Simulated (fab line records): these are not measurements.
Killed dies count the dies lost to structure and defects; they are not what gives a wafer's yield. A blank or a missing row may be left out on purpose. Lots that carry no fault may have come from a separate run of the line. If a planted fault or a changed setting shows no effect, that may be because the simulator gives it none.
fab line records    flow n5Finfet
record: lots: 11  wafers: 32  lastDay: 19
route steps=1938 shown BEOL_M4@1101 BEOL_M15@1783 PASSIVATION@1936
lots with no fault: from the same line, run without faults
startH: hours from the record's first day to the start of the lot's first wafer shown    waitH: how many hours have passed since the lot's step before this one    " unchanged from the row above    L1.1+2: a row that stands for several wafers    - no value, or no start given    * or withheld: withheld    < > ~ a bound
route shown NAME@n: names a module that has steps shown in the file, with the first one's number in the route    usual: mean/standard deviation of fault-free wafers    same: alike in all rows    chamber/n: place in a boat    sites: each site's reading    _std_site: standard deviation across them    _edge_site: inner sites' mean taken away from outer sites' mean    radiusMm: how far each site lies from the wafer's centre    mask NAME#n: copy n    behind: the tool/chamber that last shaped the wafer    hold: why the lot went on hold/how many hours it stayed there/how the hold came to an end    device: the n, p or np transistor that did not switch    end of line: tests run on the same wafers once the route is complete    where a step has no rows: the recipe by itself    killed: dies lost to structure and defects at the first sort, not the wafer's yield    map: a wafer's dies, marking killed ones x, the rest . and places with no die _
set.NAME: the setting as run; set.NAME@STEP: as run at that earlier step    model.NAME: the simulator's own value behind a step, which no gauge read
route steps across a sampled set of lots; one table per step, one row per wafer
services: from which hour (startH, from the record's first day; less than 0 if before it) a tool's chamber was out of use, for how many hours, and why
== steps ==
step: N5_BEOL_M4_ECD_50
recipe: material: Cu  targetThkA: 3000
lot.wafer   tool      chamber  startH  waitH
L327.2+3+6  ecdCu-02  0,1,1    174.95  0.1
L328.1+2+5  ecdCu-02  1,0,0    183.95  0.1
L330.1+5+6  ecdCu-01  1,1,0    192.25  0.1
L331.1+3+6  ecdCu-02  1,0,1    200.92  0.1
L340.1+2+3  ecdCu-01  0,1,1    253.44  0.1
L339.3+4+6  ecdCu-01  0,1,1    260.83  0.1
L343.3+4+6  ecdCu-02  0,1,1    269.97  0.1
L347.2+3+6  ecdCu-02  1,0,0    311.97  0.1
L345.4+5+6  ecdCu-02  0,0,1    315.33  0.1
L349.1+3    ecdCu-01  1        331.33  0.1
L348.2+3+4  ecdCu-02  0,0,1    331.64  0.1
step: N5_BEOL_M15_CD_MEAS_10
recipe: targetCdNm: 360  landingEnergyEv: 500  detector: seInlens  polarity: opening
usual: cdNm: 359.8/1.4
lot.wafer  tool      chamber  startH  waitH  cdNm
L327.2     cdSem-01  0        267.43  -      359.6
L327.3     "         0        "       "      361.2
L327.6     "         0        "       "      356.5
L328.1     cdSem-03  0        268.37  -      359.3
L328.2     "         0        "       "      359.9
L328.5     "         0        "       "      361.3
L330.1     cdSem-02  0        283.60  -      360.0
L330.5     "         0        "       "      357.7
L330.6     "         0        "       "      358.8
L331.1     cdSem-03  0        300.45  -      359.3
L331.3     "         0        "       "      358.8
L331.6     "         0        "       "      359.7
L340.1     cdSem-03  0        336.97  -      360.3
L340.2     "         0        "       "      360.4
L340.3     "         0        "       "      359.7
L339.3     cdSem-02  0        354.34  -      359.6
L339.4     "         0        "       "      358.4
L339.6     "         0        "       "      359.8
L343.3     cdSem-02  0        365.65  -      361.0
L343.4     "         0        "       "      355.3
L343.6     "         0        "       "      357.3
L347.2     cdSem-01  0        395.90  -      362.4
L347.3     "         0        "       "      362.0
L347.6     "         0        "       "      361.4
L345.4     cdSem-03  0        402.17  -      359.5
L345.5     "         0        "       "      361.0
L345.6     "         0        "       "      360.2
L348.2     cdSem-02  0        420.61  -      361.3
L348.3     "         0        "       "      361.0
L348.4     "         0        "       "      360.7
L349.1     cdSem-02  0        426.15  -      359.0
L349.3     "         0        "       "      360.9
step: N5_BEOL_M15_VIA_ETCH_16
recipe: chemistry: C4F8/O2/Ar  target: SiO2  heInnerTorr: 15  heOuterTorr: 30  targetDepthA: 17922  timeS: withheld  ionEnergyEv: 800  pressureMtorr: 20  sourceW: 1905  biasW: 2040  Ar_flow_sccm: 400  C4F8_flow_sccm: 16  O2_flow_sccm: 12  ends: cleared
usual: C4F8_flow_sccm: 16.01/0.047  drypumpMotorCurrentA: 5.9/0.54  heInnerTorr: 15.000/0.026  heOuterTorr: 30.00/0.062  oes_f_703_au: 0.79/0.074  oesProductAu: 0.71/0.073  rfFwdPowerW: 1900/5.5  rfVppV: 2205/29  showerheadPlenumPTorr: 3.45/0.094  throttleValvePct: 30.87/0.27
lot.wafer  tool        chamber  startH  waitH  C4F8_flow_sccm  drypumpMotorCurrentA  heInnerTorr  heOuterTorr  oes_f_703_au  oesProductAu  rfFwdPowerW  rfVppV  showerheadPlenumPTorr  throttleValvePct
L327.2     rieDiel-02  2        267.86  0.0    16.00           6.5                   14.972       29.90        0.90          0.82          1904         2205    3.36                   30.95
L327.3     "           0        "       "      16.07           5.6                   15.014       30.06        0.89          0.81          1894         2185    3.37                   30.87
L327.6     "           3        "       "      15.98           6.2                   14.984       29.97        0.67          0.61          1909         2241    3.28                   31.18
L328.1     rieDiel-02  1        268.75  0.0    15.99           5.2                   14.968       30.07        0.68          0.62          1903         2167    3.30                   31.55
L328.2     "           3        "       "      16.00           6.2                   15.017       29.96        0.67          0.61          1898         2241    3.28                   31.18
L328.5     "           2        "       "      16.02           6.5                   14.981       29.99        0.90          0.82          1900         2205    3.36                   30.94
L330.1     rieDiel-03  3        283.77  0.0    16.02           6.6                   14.991       30.02        0.86          0.78          1907         2194    3.50                   30.87
L330.5     "           3        "       "      15.99           6.6                   14.937       30.02        0.87          0.77          1894         2193    3.50                   30.88
L330.6     "           2        "       "      16.03           5.8                   14.997       29.98        0.72          0.64          1906         2193    3.44                   30.70
L331.1     rieDiel-03  2        300.64  0.0    15.94           5.8                   15.014       30.09        0.72          0.64          1903         2192    3.44                   30.73
L331.3     "           1        "       "      16.00           6.0                   14.994       30.08        0.73          0.63          1903         2183    3.53                   31.34
L331.6     "           1        "       "      16.01           6.0                   14.985       29.99        0.72          0.64          1906         2181    3.53                   31.31
L340.1     rieDiel-03  3        337.35  0.0    15.98           6.7                   14.989       29.98        0.84          0.75          1896         2192    3.49                   30.88
L340.2     "           1        "       "      15.93           6.1                   15.015       29.99        0.71          0.62          1901         2182    3.52                   31.33
L340.3     "           2        "       "      16.04           5.8                   15.043       29.97        0.71          0.63          1898         2190    3.43                   30.72
L339.3     rieDiel-02  2        354.52  0.0    16.08           6.4                   14.968       30.05        0.85          0.78          1901         2203    3.35                   30.99
L339.4     "           0        "       "      16.01           5.7                   14.984       29.96        0.84          0.76          1898         2183    3.36                   30.90
L339.6     "           3        "       "      16.09           6.2                   15.040       30.05        0.91          0.84          1902         2277    3.67                   30.87
L343.3     rieDiel-01  0        365.82  0.0    16.02           6.4                   14.995       30.02        0.77          0.69          1912         2187    3.41                   30.45
L343.4     "           1        "       "      16.01           5.8                   14.980       30.04        0.85          0.75          1887         2176    3.59                   30.34
L343.6     "           3        "       "      15.98           5.5                   15.030       29.99        0.86          0.77          1895         2263    3.37                   30.52
L347.2     rieDiel-03  0        396.08  0.0    15.99           4.9                   15.048       30.06        0.74          0.66          1895         2215    3.42                   30.69
L347.3     "           2        "       "      16.08           5.8                   15.002       30.00        0.70          0.62          1897         2191    3.42                   30.75
L347.6     "           2        "       "      16.01           5.8                   15.016       29.91        0.70          0.63          1892         2191    3.42                   30.75
L345.4     rieDiel-03  2        402.52  0.0    15.94           5.8                   14.962       29.96        0.70          0.62          1898         2190    3.42                   30.75
L345.5     "           3        "       "      15.95           6.7                   15.003       29.97        0.82          0.73          1906         2190    3.48                   30.88
L345.6     "           0        "       "      15.98           4.9                   14.982       29.88        0.73          0.66          1905         2217    3.42                   30.67
L348.2     rieDiel-01  2        420.79  0.0    16.06           5.7                   14.998       30.00        0.77          0.70          1894         2226    3.46                   30.79
L348.3     "           0        "       "      16.01           6.4                   14.946       30.00        0.76          0.68          1913         2188    3.40                   30.45
L348.4     "           1        "       "      15.91           5.8                   14.995       30.02        0.84          0.73          1896         2178    3.58                   30.35
L349.1     rieDiel-02  2        426.32  0.0    15.97           6.4                   15.028       29.95        0.82          0.75          1889         2202    3.34                   31.00
L349.3     "           1        "       "      15.98           5.2                   15.005       30.00        0.91          0.86          1891         2278    3.68                   31.18
step: N5_BEOL_M15_STRIP_36
recipe: chemistry: O2  powerW: 600  tempC: 60  pressureMtorr: 30  rfFrequencyHz: 6e+07  biasPowerW: 0  overashFraction: 0.3  o2FlowSccm: 225
usual: drypumpMotorCurrentA: 5.8/0.51  oesProductAu: 0.80/0.087  rfVppV: 3.6/0.92  showerheadPlenumPTorr: 2.08/0.073  throttleValvePct: 16.62/0.23
lot.wafer  tool        chamber  startH  waitH  drypumpMotorCurrentA  oesProductAu  rfHoursCounterH  rfVppV  showerheadPlenumPTorr  throttleValvePct
L327.2     rieDiel-02  2        274.15  4.5    6.4                   0.91          25               3.8     2.04                   16.59
L327.3     "           3        "       "      6.2                   0.68          244              2.7     1.98                   16.85
L327.6     "           0        "       "      5.6                   0.89          -                3.1     2.04                   16.44
L328.1     rieDiel-02  3        283.75  13.0   6.2                   0.66          246              4.6     1.98                   16.85
L328.2     "           0        "       "      5.6                   0.89          42               4.2     2.04                   16.47
L328.5     "           3        "       "      6.2                   0.67          -                4.4     1.98                   16.89
L330.1     rieDiel-02  2        289.44  3.9    6.4                   0.89          29               3.8     2.04                   16.60
L330.5     "           1        "       "      5.2                   0.69          -                3.7     1.98                   17.05
L330.6     "           2        "       "      6.4                   0.91          -                3.1     2.04                   16.63
L331.1     rieDiel-02  1        304.33  1.9    5.2                   0.69          248              2.6     1.98                   17.09
L331.3     "           0        "       "      5.6                   0.86          46               3.7     2.04                   16.46
L331.6     "           1        "       "      5.2                   0.70          -                3.4     1.98                   17.02
L340.1     rieDiel-03  0        340.36  1.4    4.9                   0.74          187              3.6     2.09                   16.50
L340.2     "           2        "       "      5.7                   0.71          193              4.3     2.09                   16.63
L340.3     "           3        "       "      6.6                   0.82          72               3.9     2.12                   16.46
L339.3     rieDiel-03  2        356.86  0.7    5.8                   0.69          198              4.4     2.08                   16.62
L339.4     "           3        "       "      6.7                   0.83          76               3.9     2.12                   16.45
L339.6     "           3        "       "      6.6                   0.83          -                3.8     2.12                   16.47
L343.3     rieDiel-02  0        367.81  0.2    5.6                   0.85          69               1.8     2.03                   16.53
L343.4     "           2        "       "      6.4                   0.84          57               3.4     2.03                   16.64
L343.6     "           3        "       "      6.2                   0.90          -                3.7     2.24                   16.39
L347.2     rieDiel-03  0        397.97  0.1    4.9                   0.72          202              2.6     2.08                   16.51
L347.3     "           3        "       "      6.6                   0.80          88               4.5     2.11                   16.50
L347.6     "           2        "       "      5.8                   0.71          -                4.1     2.08                   16.65
L345.4     rieDiel-03  1        406.28  1.7    6.1                   0.67          238              4.3     2.14                   17.16
L345.5     "           2        "       "      5.8                   0.69          -                2.2     2.08                   16.64
L345.6     "           3        "       "      6.7                   0.80          -                2.2     2.11                   16.51
L348.2     rieDiel-02  1        423.73  1.3    5.2                   0.95          18               3.6     2.23                   16.59
L348.3     "           0        "       "      5.6                   0.84          86               2.3     2.02                   16.55
L348.4     "           3        "       "      6.2                   0.88          32               4.4     2.23                   16.45
L349.1     rieDiel-02  0        430.78  1.8    5.6                   0.83          89               4.1     2.02                   16.54
L349.3     "           3        "       "      6.2                   0.87          35               5.1     2.23                   16.44
step: N5_PASSIVATION_PROBE_49
usual: defectLimitedYield: 91.0/1.6  killed_at_M0_to_M3: 35/11  killed_at_M4_up: 14/5.3  killedAtContacts: 13/6.7  killedAtFrontEnd: 41/12  killedAtOther: 3.9/2.7  killedDies: 106/19  killedOnRim: 14/4  killedOpen: 70/14  killedShort: 35/8.8  sort_bin_4_leakage: 0.01/0.058  sort_bin_5_function: 5.3/1  sort_bin_6_memory: 3.3/0.81  sortNPass: 1073/19  sortYieldPct: 91.0/1.6
same: grossDies: 1180  killedAtBackSide: 0  sort_bin_8_speed[%]: 0
lot.wafer  tool       chamber  startH  waitH  defectLimitedYield[%]  killed_at_M0_to_M3  killed_at_M4_up  killedAtContacts  killedAtFrontEnd  killedAtOther  killedDies  killedOnRim  killedOpen  killedShort  sort_bin_4_leakage[%]  sort_bin_5_function[%]  sort_bin_6_memory[%]  sortNPass  sortYieldPct[%]
L340.1     prober-02  -        358.37  0.0    53.9                   29                  455              12                40                8              544         61           63          44           0                      29.4                    12.7                  636        53.9
L340.2     prober-02  -        358.42  0.1    52.5                   46                  465              16                30                4              561         73           68          39           0                      29.3                    14.7                  619        52.5
L340.3     prober-02  -        358.47  0.1    54.6                   28                  452              13                40                3              536         64           59          34           0                      27.9                    14.2                  644        54.6
L339.3     prober-01  -        373.62  0.1    56.0                   20                  465              2                 26                6              519         73           38          25           0.42                   28.1                    12.8                  656        55.6
L339.4     prober-01  -        373.67  0.2    54.2                   17                  479              4                 38                2              540         75           44          26           0                      28.3                    15.1                  640        54.2
L339.6     prober-01  -        373.77  0.3    52.4                   27                  491              9                 31                4              562         70           56          30           0                      31.0                    14.2                  618        52.4
killed by level:class
L340.1 BEOL_M4:unspecified=437 STI_FIN_REVEAL:geometricParticle:open=14 BEOL_M0_SAQP:geometricParticle:short=10 BEOL_M4:geometricParticle:open=10 MOL_CONTACT_COAG:geometricParticle:open=9 BEOL_M0_SAQP:geometricParticle:open=7 FIN_SAQP:geometricParticle:open=6 FIN_SAQP:geometricParticle:short=4
L340.2 BEOL_M4:unspecified=453 MOL_CONTACT_COAG:geometricParticle:open=15 BEOL_M0_SAQP:geometricParticle:short=12 BEOL_M0_SAQP:geometricParticle:open=10 FIN_SAQP:geometricParticle:open=9 BEOL_M0:geometricParticle:open=9 FIN_SAQP:geometricParticle:short=5 BEOL_M4:geometricParticle:open=5
L340.3 BEOL_M4:unspecified=443 FIN_SAQP:geometricParticle:open=15 BEOL_M0_SAQP:geometricParticle:short=12 MOL_CONTACT_COAG:geometricParticle:open=10 FIN_SAQP:geometricParticle:short=8 BEOL_M4:geometricParticle:open=7 STI_FIN_REVEAL:geometricParticle:open=6 BEOL_M3:geometricParticle:open=4
L339.3 BEOL_M4:unspecified=456 BEOL_M2:geometricParticle:open=6 BEOL_M4:geometricParticle:open=5 FIN_SAQP:geometricParticle:open=4 STI_FIN_REVEAL:geometricParticle:open=4 DUMMY_GATE:geometricParticle:open=4 GATE_CUT:geometricParticle:short=4 BEOL_M3:geometricParticle:open=4
L339.4 BEOL_M4:unspecified=470 GATE_CUT:geometricParticle:short=7 FIN_SAQP:geometricParticle:open=6 BEOL_M2:geometricParticle:open=6 STI_FIN_REVEAL:geometricParticle:open=5 BEOL_M4:geometricParticle:open=5 FIN_SAQP:geometricParticle:short=4 DUMMY_GATE:geometricParticle:open=4
L339.6 BEOL_M4:unspecified=476 FIN_SAQP:geometricParticle:open=10 FIN_SAQP:geometricParticle:short=10 BEOL_M4:geometricParticle:open=9 BEOL_M1:geometricParticle:open=7 MOL_CONTACT_COAG:geometricParticle:open=7 BEOL_M2:geometricParticle:open=7 DUMMY_GATE:geometricParticle:open=3
== services ==
tool        chamber  startH  hours  kind
rieDiel-02  2        152.47  -      clean
rieDiel-02  2        152.47  -      consumableReplace:focusRing
rieDiel-02  2        152.47  24.3   scheduledDown
rieDiel-02  2        152.47  24.3   ventCycle
ecdCu-01    -        154.62  7.2    repair
rieDiel-03  2        170.50  10.6   repair
ecdCu-02    -        175.01  2.4    repair
rieDiel-02  -        186.52  0.8    repair
rieDiel-01  3        216.72  5.4    repair
ecdCu-02    -        218.56  0.8    repair
ecdCu-01    -        224.25  6.9    repair
rieDiel-02  -        226.79  14.6   pm
rieDiel-02  0        275.91  6.9    repair
rieDiel-01  2        285.53  14.8   repair
rieDiel-02  3        302.17  -      clean
rieDiel-02  3        302.17  -      consumableReplace:focusRing
rieDiel-02  3        302.17  -      consumableReplace:showerhead
rieDiel-02  3        302.17  17.7   scheduledDown
rieDiel-02  3        302.17  17.7   ventCycle
rieDiel-02  1        320.25  -      clean
ecdCu-01    -        323.62  1.7    repair
rieDiel-01  -        402.47  2.1    repair
rieDiel-01  1        416.10  2.8    repair
rieDiel-03  2        426.90  1.4    repair
== key ==
firstSign: step: N5_PASSIVATION_PROBE_49  reading: killed_at_M4_up  direction: up  sigmas: 86  usual: 14  struck: 468
effect: step: N5_PASSIVATION_PROBE_49  reading: defectLimitedYield  direction: down  sigmas: 22  usual: 91.0  struck: 53.9
moreKillsBornAt: N5_BEOL_M4_ECD_50@ecdCu-01: 2735
metAt N5_BEOL_M4_ECD_50
struckLots L339,L340
notActingAt N5_BEOL_M15_CD_MEAS_10,N5_BEOL_M15_VIA_ETCH_16,N5_BEOL_M15_STRIP_36
onsetBetween 192.25 253.44
fault: kind: chamberParticleSource  tool: ecdCu-01  chamber: -  onsetH: 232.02  steps: N5_BEOL_M4_ECD_50  ratePerVisitCm2: 0.98565  endH: 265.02
